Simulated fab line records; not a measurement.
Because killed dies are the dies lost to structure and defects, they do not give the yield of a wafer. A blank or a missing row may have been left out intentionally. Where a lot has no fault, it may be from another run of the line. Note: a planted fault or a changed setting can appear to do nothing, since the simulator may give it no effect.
Matching of chambers || flow n5_finfet || N5_BEOL_M6_STRIP_19 on rie_diel-01: 4 sister chambers
The step strips in O2. 7 wafers are shown with their chamber, then 7 later ones without.

== WAFERS PAIRED WITH THEIR CHAMBERS ==
{"wafer": "L079.3", "chamber": 2, "drypump_motor_current_A (A)": 5.8, "throttle_valve_pct (%)": 16.88}
{"wafer": "L079.4", "chamber": 1, "drypump_motor_current_A (A)": 5.3, "throttle_valve_pct (%)": 17.31}
{"wafer": "L091.1", "chamber": 0, "drypump_motor_current_A (A)": 5.5, "throttle_valve_pct (%)": 16.73}
{"wafer": "L091.2", "chamber": 3, "drypump_motor_current_A (A)": 5.5, "throttle_valve_pct (%)": 16.85}
{"wafer": "L091.3", "chamber": 1, "drypump_motor_current_A (A)": 5.4, "throttle_valve_pct (%)": 16.90}
{"wafer": "L093.1", "chamber": 3, "drypump_motor_current_A (A)": 5.5, "throttle_valve_pct (%)": 16.86}
{"wafer": "L093.2", "chamber": 0, "drypump_motor_current_A (A)": 5.5, "throttle_valve_pct (%)": 16.72}

== WAFERS MISSING THEIR CHAMBER ==
{"wafer": "L093.4", "drypump_motor_current_A (A)": 5.4, "throttle_valve_pct (%)": 16.90}
{"wafer": "L095.3", "drypump_motor_current_A (A)": 5.5, "throttle_valve_pct (%)": 16.73}
{"wafer": "L095.5", "drypump_motor_current_A (A)": 5.3, "throttle_valve_pct (%)": 16.90}
{"wafer": "L095.6", "drypump_motor_current_A (A)": 5.5, "throttle_valve_pct (%)": 16.84}
{"wafer": "L096.1", "drypump_motor_current_A (A)": 5.3, "throttle_valve_pct (%)": 16.92}
{"wafer": "L096.2", "drypump_motor_current_A (A)": 5.8, "throttle_valve_pct (%)": 16.44}
{"wafer": "L096.4", "drypump_motor_current_A (A)": 5.8, "throttle_valve_pct (%)": 16.44}

== WHICH CHAMBER EACH WENT THROUGH ==
{"wafer": "L093.4", "from the rows above": "can't be placed: 1 or 3 or 0", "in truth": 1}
{"wafer": "L095.3", "from the rows above": "can't be placed: 0 or 3", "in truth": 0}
{"wafer": "L095.5", "from the rows above": 1, "in truth": 1}
{"wafer": "L095.6", "from the rows above": "can't be placed: 3 or 0", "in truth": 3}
{"wafer": "L096.1", "from the rows above": 1, "in truth": 1}
{"wafer": "L096.2", "from the rows above": 2, "in truth": 2}
{"wafer": "L096.4", "from the rows above": 2, "in truth": 2}
Correctly placed: 4 of 7. These rows do not allow placing 3 (true chamber among the candidates in 3). Wrongly placed: 0.
How it was worked out, from the rows above alone: a wafer's distance from a chamber is the root of the sum, over the readings, of the square of ((its reading less the chamber's mean) divided by the reading's scatter). If the next closest chamber is less than 2 further off than the closest, the wafer can't be placed; otherwise it belongs to the closest. A chamber's mean is the mean of its shown wafers. The scatter: take each reading less its chamber's mean, square it, sum over the shown wafers, divide by the number of wafers less the number of chambers, and take the root.
